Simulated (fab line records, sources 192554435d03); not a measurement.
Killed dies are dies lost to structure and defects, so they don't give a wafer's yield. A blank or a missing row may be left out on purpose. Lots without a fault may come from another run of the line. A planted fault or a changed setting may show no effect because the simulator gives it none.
Problem report in the 8D (eight disciplines) form, filled by code | flow n5_finfet | the parts of the form that need people (team, actions taken, sign-off) are left out

1. THE PROBLEM
M2_THK at N5_BEOL_M2_THK_MEAS_53 reads a mean of 144.0 nm on 3 wafers of 2 lots; wafers without a fault read 40.6 nm with a standard deviation of 1.7. That is +61 standard deviations from the usual mean.
The step: measures by xrf.
First seen on wafer L182.1, day 8 18:07, on film_metro-02. The record holds 27 wafers of 9 lots with a number at this step. Rule for "out", or "out of limits": more than 4 standard deviations from the usual mean. The other wafers with a number count as sound.

2. WHAT IT IS AND WHAT IT IS NOT
question                    | is                     | is not
which readings at this step | M2_THK                 | -
which lots                  | L182, L187             | L175, L181, L183, L188, L195, L197, L198
which wafers of those lots  | L182.1, L182.5, L187.5 | L182.2, L187.2, L187.3
read on which gauges        | film_metro-02          | film_metro-01
when                        | from day 8 18:07       | up to then (7 sound wafers); but 17 sound wafers of L183, L187, L188, L195, L197, L198 came after

3. SUSPECTS, AND WHAT RULES EACH OUT
Counting: a tool at a process step up to the reading stays a suspect if it ran every lot that is out. Sound lots after the first of them don't rule it out here, since some wafers of a struck lot are sound.
- the gauge at N5_BEOL_M2_THK_MEAS_53: ruled out. All the wafers that are out were read on film_metro-02, but those of them that N5_BEOL_M2_CMP_52 has rows for are out there too, on other tools.
- cmp-01 at N5_BEOL_M2_CMP_52 (polishes, stops on SiOC, t overpolish 6.8 s, target thk 40 nm): kept. It ran every lot that is out, first L182 (day 8 17:50); its last sound lot up to then is L181 (day 8 12:59). Its own readings are out on those wafers: barrier_field_endpoint_s, overpolish_run_s, time_to_endpoint_s.
Left after counting: cmp-01 at N5_BEOL_M2_CMP_52.

4. THE CAUSE (what the simulator had put in)
Process parameter drift: cmp-01, from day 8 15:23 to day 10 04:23, at N5_BEOL_M2_CMP_52. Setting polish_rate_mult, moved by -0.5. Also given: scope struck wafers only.
Counting left only this tool.

5. THE CHAIN OF EFFECTS, in route order
Each row: a reading whose mean over the struck wafers that have a number lies more than 3 standard deviations from the usual. Only readings for which the record gives a usual standard deviation are gone through. hours: the time from each lot's start at the first step in this table that gives one to its start at this step, as a median over the lots. sigmas: the change in usual standard deviations.
hours | step                    | reading                  | usual   | on struck wafers | change | sigmas
0     | N5_BEOL_M2_CMP_52       | barrier_field_endpoint_s | 24.8 s  | 41.1             | +16.3  | +23
0     | N5_BEOL_M2_CMP_52       | overpolish_run_s         | 6.802 s | 0.043            | -6.759 | -99 or more
0     | N5_BEOL_M2_CMP_52       | time_to_endpoint_s       | 64 s    | 82               | +18    | +4.2
0     | N5_BEOL_M2_THK_MEAS_53  | M2_THK                   | 40.6 nm | 144.0            | +103.4 | +61
1     | N5_BEOL_M2_INSPECT_59   | raw_defect_count         | 69      | 5820             | +5751  | +99 or more
128   | N5_PASSIVATION_PROBE_49 | defect_limited_yield     | 91.1 %  | 0.0              | -91.1  | -61
128   | N5_PASSIVATION_PROBE_49 | killed_at_M0_to_M3       | 37      | 1120             | +1083  | +98
128   | N5_PASSIVATION_PROBE_49 | killed_dies              | 105     | 1180             | +1075  | +60
128   | N5_PASSIVATION_PROBE_49 | killed_on_rim            | 14      | 152              | +138   | +36
128   | N5_PASSIVATION_PROBE_49 | sort_n_pass              | 1075    | 0                | -1075  | -60
128   | N5_PASSIVATION_PROBE_49 | sort_yield_pct           | 91.1 %  | 0.0              | -91.1  | -61
The process steps in it:
- N5_BEOL_M2_CMP_52: polishes, stops on SiOC, t overpolish 6.8 s, target thk 40 nm.
- N5_PASSIVATION_PROBE_49

6. WHAT WOULD HAVE CAUGHT IT SOONER
In this record the first reading out of limits at a measuring or inspecting step was taken at day 8 18:07, 3 hours after the fault began at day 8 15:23.
The tool's own readings at N5_BEOL_M2_CMP_52 were out on every struck wafer that the step has a row for (barrier_field_endpoint_s, overpolish_run_s, time_to_endpoint_s): an alarm limit on them would have fired on the first of those.
Of the lots that are out (2), L187 began N5_BEOL_M2_CMP_52 on cmp-01 after day 8 18:07. A hold on the tool at that time would have spared it.
